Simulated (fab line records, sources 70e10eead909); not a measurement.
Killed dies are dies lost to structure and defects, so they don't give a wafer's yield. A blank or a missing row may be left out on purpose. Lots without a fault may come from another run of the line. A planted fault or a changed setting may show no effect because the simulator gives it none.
Chamber matching | flow nand_harc | NHARC_A_CHANNEL_FILL_D2_ETCHBACK_20 on rie_diel-13: 4 sister chambers
The step etches the open film in C4F8/O2/Ar, target depth 27 nm, time 13.5 s. 4 wafers are shown with their chamber, then 9 later ones without.

WAFERS WITH THEIR CHAMBER
wafer  | chamber | rf_vpp_V (V)
L083.6 | 1       | 971
L084.2 | 2       | 971
L084.3 | 3       | 975
L084.6 | 0       | 970

WAFERS WITHOUT THEIR CHAMBER
wafer  | rf_vpp_V (V)
L087.3 | 970
L087.4 | 975
L087.5 | 971
L088.2 | 970
L088.4 | 976
L088.5 | 971
L097.4 | 975
L097.5 | 970
L097.6 | 975

WHICH CHAMBER EACH WENT THROUGH
wafer  | from the rows above     | in truth
L087.3 | 0                       | 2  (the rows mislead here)
L087.4 | 3                       | 3
L087.5 | can't be placed: 1 or 2 | 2
L088.2 | 0                       | 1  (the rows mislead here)
L088.4 | 3                       | 3
L088.5 | can't be placed: 1 or 2 | 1
L097.4 | 3                       | 3
L097.5 | 0                       | 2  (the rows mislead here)
L097.6 | 3                       | 3
Placed correctly: 4 of 9. Can't be placed from these rows: 2 (the true chamber is among the candidates in 2). Placed wrongly: 3.
How it was worked out, from the rows above alone: a wafer's distance from a chamber is the root of the sum, over the readings, of the square of ((its reading less the chamber's mean) divided by the reading's scatter). The wafer belongs to the nearest chamber; if the next one is less than 2 further off, it can't be placed. A chamber's mean is the mean of its shown wafers. The scatter: with one shown wafer a chamber, the root of the mean of the squares of how far each hidden wafer lies from its nearest shown one.
